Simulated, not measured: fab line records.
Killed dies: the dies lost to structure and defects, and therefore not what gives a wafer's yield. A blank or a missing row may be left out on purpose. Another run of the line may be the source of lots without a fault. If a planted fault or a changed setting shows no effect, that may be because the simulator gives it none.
Struck lot and sound lot, side by side -- flow n5 finfet -- 15 steps out of a route of 1938
Sound: the wafers L984.3, L984.4, L984.5. Struck: wafer L981.2. (L981.4, L981.5 of the same lot were not struck and are left out.) The cause comes at the end.
At each step with rows: each side's tool, then ch and its chambers, then its first start. Under that, the readings that differ: sound wafers -- struck wafers -- difference of the means -- sigmas: that difference in standard deviations of wafers without a fault.
alike: same words and numbers on both sides, and readings whose means sit less than 2 such deviations apart. not compared: any withheld reading, any reading some wafer has no value for, any bound like >300 that may hide the same value, and any number with overlapping values for which the record gives no deviation.
A row with sigmas, a row that says differs or no value, or rows on one side alone: a step with any of these is where the two part. Numbers that have no deviation but don't overlap get no sigmas and don't part them. A reading missing from all wafers of one side parts the sides only when that side holds two or more wafers.

first, 8 steps without rows for these wafers: N5_HKMG_FIN_COAT_29 (time 60 s, resist thk 300 nm); N5_HKMG_FIN_COAT_30 (time 60 s, resist thk 35 nm); N5_HKMG_FIN_COAT_06 (resist thk 90 nm); N5_HKMG_FIN_EBR_08; N5_HKMG_FIN_SOFTBAKE_07 (time 60 s); N5_HKMG_FIN_EXPOSE_09 (exposes mask NWFM); N5_HKMG_FIN_PEB_10 (peb time 60 s); N5_HKMG_FIN_DEVELOP_11 (develop time 30 s).
N5_HKMG_FIN_CD_MEAS_12 targets a cd of 92.8 nm.
  sound on cd sem-01 ch 0, day 9 05:58; struck on cd sem-01 ch 0, day 8 09:10
  alike: cd nm
N5_HKMG_FIN_OVL_MEAS_13:
  sound on overlay-02 ch 0, day 9 06:00; struck on overlay-02 ch 0, day 8 09:11
  alike: NWFM_OVL
N5_HKMG_FIN_INSPECT_14: inspects for defects (macro).
  sound: defect inspect-01 at day 9 06:01; struck: defect inspect-02 at day 8 09:13
reading,sound,struck,difference,sigmas
raw defect count,1 1 3,5,+3,+2
N5_HKMG_FIN_DESCUM_17: chemistry O2, time 7.9 s.
  sound on rie diel-03 ch 0,2, day 9 06:03; struck on rie diel-05 ch 3, day 8 09:20
  alike: drypump motor current A, oes product au, rf vpp V, showerhead plenum p Torr, throttle valve pct
  not compared: rf hours counter h
N5_HKMG_FIN_ETCH_31: etches SiARC in CF4, target depth 45.5 nm, time 75.8 s.
  sound on rie diel-03 ch 0,2, day 9 06:05; struck on rie diel-05 ch 3, day 8 09:22
reading,sound,struck,difference,sigmas
etch rf on time s (s),78.5 78.1 79.0,94.8,+16.3,+10
  alike: drypump motor current A, oes product au, rf vpp V, showerhead plenum p Torr, throttle valve pct
  not compared: rf hours counter h
N5_HKMG_FIN_ETCH_32: etches SOC in N2/H2, target depth 240 nm, time 300 s.
  sound on rie diel-03 ch 0,2, day 9 06:08; struck on rie diel-05 ch 3, day 8 09:25
  alike: drypump motor current A, oes product au, rf vpp V, showerhead plenum p Torr, throttle valve pct
  not compared: rf hours counter h
-- a jump in the record: the struck wafers' starts before and after are 4 days apart (it breaks off in module HKMG_FIN and resumes in module BEOL_M4, where the first step shown is number 1111 of the route) --
N5_BEOL_M4_RC_MEAS_101:
  sound on prober-01 ch 0, day 13 18:33; struck on prober-01 ch 0, day 12 10:20
reading,sound,struck,difference,sigmas
DIBL_N (mV/V),37.1 33.4 32.7,38.6,+4.2,+2
IOFF_N (nA/um),0.17 0.12 0.10,0.22,+0.09,+3
IOFF_P (nA/um),0.23 0.18 0.15,0.26,+0.07,+2
ION_N (uA/um),672 671 654,702,+36,+3
ION_P (uA/um),467 459 449,480,+22,+3
VT_N (mV),251 251 256,243,-10,-3
VT_P (mV),-252 -253 -256,-246,+8,+2
  alike: DIBL_P, SS_N, SS_P

WHERE THEY PART
Earliest at N5_HKMG_FIN_INSPECT_14; latest, in this record, at N5_BEOL_M4_RC_MEAS_101.

WHY: the cause the simulator had injected
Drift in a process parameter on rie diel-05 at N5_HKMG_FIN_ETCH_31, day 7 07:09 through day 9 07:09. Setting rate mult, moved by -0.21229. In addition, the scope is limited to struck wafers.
